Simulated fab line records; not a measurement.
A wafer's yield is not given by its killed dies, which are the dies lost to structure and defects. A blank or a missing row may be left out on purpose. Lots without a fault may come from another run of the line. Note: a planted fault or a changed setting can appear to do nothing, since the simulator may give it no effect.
One fault through the eyes of 2 desks	flow n5_finfet	every desk sees just its own numbers, and what lay behind them comes last

FOR THE TOOL OWNER'S DESK: cvd_co-01
The tool's own readings at N5_BEOL_M5_CO_CAP_78 (material Co, precursor CCTBA/H2, target thk 2 nm, time 102.1 s): means of the sampled wafers that have a number, for each lot that ran on this tool. A lot is out of limits, marked OUT, if its mean lies more than 4 standard deviations from the usual mean; the brackets give that distance.
Columns: A = heater_power_w at N5_BEOL_M5_CO_CAP_78, usual 233 W; B = run_length_s at N5_BEOL_M5_CO_CAP_78, usual 124.8 s
lot	first seen here	A	B
L727	day 10 22:35	222	124.8
L730	day 12 01:08	233	141.2 (+29) OUT
L732	day 12 06:20	268	140.6 (+28) OUT
L735	day 12 20:05	249	135.2 (+19) OUT
L742	day 16 00:07	245	124.6
This desk's finding: out of limits on L730, L732, L735; first on L730, day 12 01:08 (run_length_s at N5_BEOL_M5_CO_CAP_78). In limits: L727, L742.

METROLOGY DESK
Means of the sampled wafers that have a number, per lot and without regard to the tool the lot ran on: this is what the gauges read. A lot is out of limits, marked OUT, if its mean lies more than 4 standard deviations from the usual mean; the brackets give that distance.
Columns: A = M5_THK at N5_BEOL_M5_THK_MEAS_53, usual 62.8 nm
lot	first seen here	A
L725	day 10 19:11	62.3
L727	day 10 22:30	62.0
L730	day 12 01:03	62.2
L732	day 12 06:14	62.1
L735	day 12 20:00	64.0
L741	day 14 23:54	61.0
L742	day 16 00:02	64.3
This desk's verdict: no lot among the 7 shows anything out of limits.

BROUGHT TOGETHER
The tool owner's desk had the chance to raise an alarm at day 12 01:08 on L730, L732, L735.
Metrology desk: nothing out of limits seen.
The metrology desk has L730, L732, L735 on record, within its limits.
N5_BEOL_M5_CO_CAP_78 was run on cvd_co-01 by each of the lots named.

WHAT THE SIMULATOR PUT IN
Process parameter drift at N5_BEOL_M5_CO_CAP_78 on cvd_co-01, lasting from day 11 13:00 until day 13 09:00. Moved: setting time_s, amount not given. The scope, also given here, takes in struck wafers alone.
Shown lots that were struck: L730, L732, L735.
Each desk's first reading out of limits, in hours after the fault started: the tool owner's desk, 12.
